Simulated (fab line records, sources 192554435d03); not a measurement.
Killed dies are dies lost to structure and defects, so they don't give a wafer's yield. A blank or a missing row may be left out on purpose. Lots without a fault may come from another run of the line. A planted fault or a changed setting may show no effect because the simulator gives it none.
Split-lot experiment | flow n5_finfet | 7 lots, 21 wafers read, on a route of 1938 steps

THE SPLIT
At N5_BEOL_M2_COAT_67 (time 60 s, resist thk 60 nm), the setting spin_rpm was moved away from the recipe's 1500 rpm on 8 of the 21 wafers read, by -5.7% to +11.2%. The other wafers ran this setting at the recipe's value.

FROM THE SPLIT TO THE READING: what the file shows between them, 5 steps
- N5_BEOL_M2_COAT_76: time 60 s, resist thk 5 nm (also split here: time_s)
- N5_BEOL_M2_COAT_22: resist thk 30 nm
- N5_BEOL_M2_EBR_24
- N5_BEOL_M2_ALD_98: deposits SiO2, target thk 2.5 nm, pulse time 1 s, co reactant pulse time 1 s
- N5_BEOL_M2_ETCHBACK_99: etches SiO2 in CHF3, target depth 5 nm, time 10.4 s

THE READING
etch.depth_nm (the simulator's own value, which no gauge read), in nm, at N5_BEOL_M2_ETCH_70 (etches SOC in N2/H2, target depth 80 nm, overetch 24 nm, time 130 s). The file gives no usual value for it. The 13 wafers here that ran the recipe average 60.01 nm, standard deviation 0.17 nm.

wafer  | tool, chamber at the split | spin_rpm as run, rpm | against the recipe | etch.depth_nm, nm | against lot-mates on the recipe
L074.1 | litho_track-05, 0          | 1569                 | +4.6%              | 58.57             | -1.30
L074.5 | litho_track-05, 0          | 1500                 | recipe             | 59.97             | -
L074.6 | litho_track-05, 0          | 1500                 | recipe             | 59.77             | -
L083.3 | litho_track-01, 0          | 1500                 | recipe             | 59.96             | -
L083.4 | litho_track-01, 0          | 1500                 | recipe             | 59.97             | -
L083.5 | litho_track-01, 0          | 1500                 | recipe             | 59.86             | -
L090.2 | litho_track-01, 0          | 1500                 | recipe             | 60.18             | -
L090.3 | litho_track-01, 0          | 1500                 | recipe             | 60.07             | -
L090.6 | litho_track-01, 0          | 1500                 | recipe             | 60.13             | -
L094.1 | litho_track-04, 0          | 1500                 | recipe             | 60.31             | -
L094.3 | litho_track-04, 0          | 1433                 | -4.5%              | 61.6              | +1.29
L094.4 | litho_track-04, 0          | 1433                 | -4.5%              | 61.72             | +1.41
L096.1 | litho_track-01, 0          | 1500                 | recipe             | 60.19             | -
L096.2 | litho_track-01, 0          | 1414                 | -5.7%              | 61.75             | +1.56
L096.6 | litho_track-01, 0          | 1414                 | -5.7%              | 61.63             | +1.44
L095.1 | litho_track-01, 0          | 1668                 | +11.2%             | 57.09             | -3.02
L095.3 | litho_track-01, 0          | 1668                 | +11.2%             | 57.16             | -2.95
L095.5 | litho_track-01, 0          | 1500                 | recipe             | 60.11             | -
L097.1 | litho_track-05, 0          | 1500                 | recipe             | 59.78             | -
L097.3 | litho_track-05, 0          | 1625                 | +8.3%              | 57.38             | -2.41
L097.5 | litho_track-05, 0          | 1500                 | recipe             | 59.81             | -

THE FIT
A straight line over all 21 wafers: etch.depth_nm changes by -0.286 nm for each +1% of spin_rpm; r = -0.99; the points scatter about the line by 0.22 nm.
The same after taking each lot's own level away (the mean of its wafers on the recipe; 21 wafers): -0.274 nm for each +1%; r = -1.00; scatter 0.081 nm.
On that fit, the largest move of spin_rpm shifts the reading by 3.1 nm.
The lots' own levels span 59.795 to 60.310 nm, that is 3.1 times the standard deviation above.
So the lot-to-lot level changes the slope little: the two slopes agree.
Check: with one of the wafers moved furthest among these (+11.2%) left out of the fit, the line predicts -3.08 nm for it against its lot-mates. It came out at -3.02 nm against them.

OTHER SPLITS ON THESE WAFERS
These wafers also went through other splits before the reading. Each is held against what the fit with the lots' levels taken away leaves over:
other split on the same wafers              | wafers away from the commonest value | r with etch.depth_nm (lot level and that fit taken away)
N5_BEOL_M0_SAQP_SPACER2_ALD_26 target_thk_a | 7                                    | -0.36
N5_BEOL_M1_PECVD_72 time_s                  | 11                                   | -0.31
N5_BEOL_M1_COAT_61 spin_rpm                 | 9                                    | -0.23
N5_BEOL_M2_COAT_76 time_s                   | 8                                    | +0.14

THE WHOLE CHAIN: every reading that the file lists as answering this split, in the file's order
step               | what it does                                                        | reading                                                                        | change (the file's fit)               | r (the file's)
N5_BEOL_M2_COAT_67 | time 60 s, resist thk 60 nm                                         | SOC_of_BEOL_M2_COAT_67.thk_nm (the simulator's own value, which no gauge read) | -0.279 nm for each +1% of the setting | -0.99
N5_BEOL_M2_ETCH_70 | etches SOC in N2/H2, target depth 80 nm, overetch 24 nm, time 130 s | etch.depth_nm (the simulator's own value, which no gauge read)                 | -0.276 nm for each +1% of the setting | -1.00

THE FILE'S OWN FIT
etch.depth_nm changes by -0.276 nm for each +1% of spin_rpm, r = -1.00.
